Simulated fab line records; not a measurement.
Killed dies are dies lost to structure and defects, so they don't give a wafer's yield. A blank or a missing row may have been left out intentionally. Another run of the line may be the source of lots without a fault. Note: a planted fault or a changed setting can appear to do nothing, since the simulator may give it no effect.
Chamber matching || flow nand harc || NHARC_A_WL_FILL_ALD_19 on ald metal-02 has 4 sister chambers
The step deposits TiN, target thk 2 nm, pulse time 3 s, ald cycles 100. 4 wafers are shown with their chamber, then 8 later ones without.

EACH WAFER AND ITS CHAMBER
{"wafer": "L080.6", "chamber": 2, "heater power w (W)": 1167}
{"wafer": "L089.1", "chamber": 3, "heater power w (W)": 1131}
{"wafer": "L089.4", "chamber": 1, "heater power w (W)": 1353}
{"wafer": "L092.1", "chamber": 0, "heater power w (W)": 1008}

WAFERS WITHOUT THEIR CHAMBER
{"wafer": "L092.3", "heater power w (W)": 1146}
{"wafer": "L092.6", "heater power w (W)": 1353}
{"wafer": "L093.3", "heater power w (W)": 1029}
{"wafer": "L093.4", "heater power w (W)": 1347}
{"wafer": "L093.5", "heater power w (W)": 1131}
{"wafer": "L095.1", "heater power w (W)": 1137}
{"wafer": "L095.2", "heater power w (W)": 1137}
{"wafer": "L095.3", "heater power w (W)": 1021}

EACH ONE'S CHAMBER
{"wafer": "L092.3", "from the rows above": "can't be placed: 3 or 2", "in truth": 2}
{"wafer": "L092.6", "from the rows above": 1, "in truth": 1}
{"wafer": "L093.3", "from the rows above": 0, "in truth": 0}
{"wafer": "L093.4", "from the rows above": 1, "in truth": 1}
{"wafer": "L093.5", "from the rows above": 3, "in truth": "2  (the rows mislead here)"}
{"wafer": "L095.1", "from the rows above": 3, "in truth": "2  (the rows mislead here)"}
{"wafer": "L095.2", "from the rows above": 3, "in truth": 3}
{"wafer": "L095.3", "from the rows above": 0, "in truth": 0}
Correctly placed: 5 of 8. These rows do not allow placing 1 (true chamber among the candidates in 1). Placed wrongly: 2.
How it was worked out, from the rows above alone: a wafer's distance from a chamber is the root of the sum, over the readings, of the square of ((its reading less the chamber's mean) divided by the reading's scatter). The wafer belongs to the nearest chamber; if the next one is less than 2 further off, it can't be placed. Each chamber's mean is taken over the wafers shown for it. The scatter (one wafer shown for each chamber): square how far every hidden wafer sits from the nearest shown wafer, average those squares and take the square root.
